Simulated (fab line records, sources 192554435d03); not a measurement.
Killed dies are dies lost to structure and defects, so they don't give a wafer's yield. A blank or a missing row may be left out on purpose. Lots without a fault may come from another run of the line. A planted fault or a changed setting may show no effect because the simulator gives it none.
Split-lot experiment | flow n5_finfet | 7 lots, 39 wafers read, on a route of 1938 steps

THE SPLIT
At N5_WELL_APT_IMPLANT_31, the setting energy_kev was moved away from the recipe's 60 on 15 of the 39 wafers read, by -4.1% to +9.4%. The other wafers ran this setting at the recipe's value.

The reading is taken at the split's own step.

THE READING
implant.drp_nm (the simulator's own value, which no gauge read), in nm, at N5_WELL_APT_IMPLANT_31. The file gives no usual value for it.

wafer  | tool, chamber at the split | energy_kev as run | against the recipe | implant.drp_nm, nm | against lot-mates on the recipe
L076.1 | implanter-01, 0            | 60                | recipe             | 64.53              | -
L076.4 | implanter-01, 0            | 60                | recipe             | 64.53              | -
L076.5 | implanter-01, 0            | 60                | recipe             | 64.53              | -
L076.2 | implanter-01, 0            | 57.51             | -4.1%              | 63.09              | -1.44
L076.3 | implanter-01, 0            | 57.51             | -4.1%              | 63.09              | -1.44
L076.6 | implanter-01, 0            | 57.51             | -4.1%              | 63.09              | -1.44
L077.1 | implanter-02, 0            | 60                | recipe             | 64.53              | -
L077.2 | implanter-02, 0            | 60                | recipe             | 64.53              | -
L077.3 | implanter-02, 0            | 60                | recipe             | 64.53              | -
L077.4 | implanter-02, 0            | 60                | recipe             | 64.53              | -
L077.5 | implanter-02, 0            | 60                | recipe             | 64.53              | -
L077.6 | implanter-02, 0            | 60                | recipe             | 64.53              | -
L082.1 | implanter-02, 0            | 60                | recipe             | 64.53              | -
L082.2 | implanter-02, 0            | 60                | recipe             | 64.53              | -
L082.5 | implanter-02, 0            | 60                | recipe             | 64.53              | -
L082.3 | implanter-02, 0            | 63.25             | +5.4%              | 66.33              | +1.80
L082.4 | implanter-02, 0            | 63.25             | +5.4%              | 66.33              | +1.80
L082.6 | implanter-02, 0            | 63.25             | +5.4%              | 66.33              | +1.80
L091.1 | implanter-02, 0            | 65.63             | +9.4%              | 67.6               | +3.07
L091.3 | implanter-02, 0            | 65.63             | +9.4%              | 67.6               | +3.07
L091.4 | implanter-02, 0            | 65.63             | +9.4%              | 67.6               | +3.07
L091.2 | implanter-02, 0            | 60                | recipe             | 64.53              | -
L091.5 | implanter-02, 0            | 60                | recipe             | 64.53              | -
L091.6 | implanter-02, 0            | 60                | recipe             | 64.53              | -
L092.1 | implanter-02, 0            | 60                | recipe             | 64.53              | -
L092.3 | implanter-02, 0            | 60                | recipe             | 64.53              | -
L092.5 | implanter-02, 0            | 60                | recipe             | 64.53              | -
L095.1 | implanter-02, 0            | 62.2              | +3.7%              | 65.76              | +1.23
L095.2 | implanter-02, 0            | 62.2              | +3.7%              | 65.76              | +1.23
L095.6 | implanter-02, 0            | 62.2              | +3.7%              | 65.76              | +1.23
L095.3 | implanter-02, 0            | 60                | recipe             | 64.53              | -
L095.4 | implanter-02, 0            | 60                | recipe             | 64.53              | -
L095.5 | implanter-02, 0            | 60                | recipe             | 64.53              | -
L096.1 | implanter-01, 0            | 65.47             | +9.1%              | 67.51              | +2.98
L096.3 | implanter-01, 0            | 65.47             | +9.1%              | 67.51              | +2.98
L096.4 | implanter-01, 0            | 65.47             | +9.1%              | 67.51              | +2.98
L096.2 | implanter-01, 0            | 60                | recipe             | 64.53              | -
L096.5 | implanter-01, 0            | 60                | recipe             | 64.53              | -
L096.6 | implanter-01, 0            | 60                | recipe             | 64.53              | -

THE FIT
A straight line over all 39 wafers: implant.drp_nm changes by +0.33 nm for each +1% of energy_kev; r = +1.00; the points scatter about the line by 0.023 nm.
The same after taking each lot's own level away (the mean of its wafers on the recipe; 39 wafers): +0.33 nm for each +1%; r = +1.00; scatter 0.023 nm.
On that fit, the largest move of energy_kev shifts the reading by 3.1 nm.
The lots' own levels span 64.530 to 64.530 nm.
So the lot-to-lot level changes the slope little: the two slopes agree.
Check: with one of the wafers moved furthest among these (+9.4%) left out of the fit, the line predicts +3.1 nm for it against its lot-mates. It came out at +3.07 nm against them.

THE WHOLE CHAIN: every reading that the file lists as answering this split, in the file's order
step                   | what it does | reading                                                         | change (the file's fit)              | r (the file's)
N5_WELL_APT_IMPLANT_31 |              | implant.rp_nm (the simulator's own value, which no gauge read)  | +2.6 nm for each +1% of the setting  | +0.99
N5_WELL_APT_IMPLANT_31 |              | implant.drp_nm (the simulator's own value, which no gauge read) | +0.33 nm for each +1% of the setting | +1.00

THE FILE'S OWN FIT
implant.drp_nm changes by +0.33 nm for each +1% of energy_kev, r = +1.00.
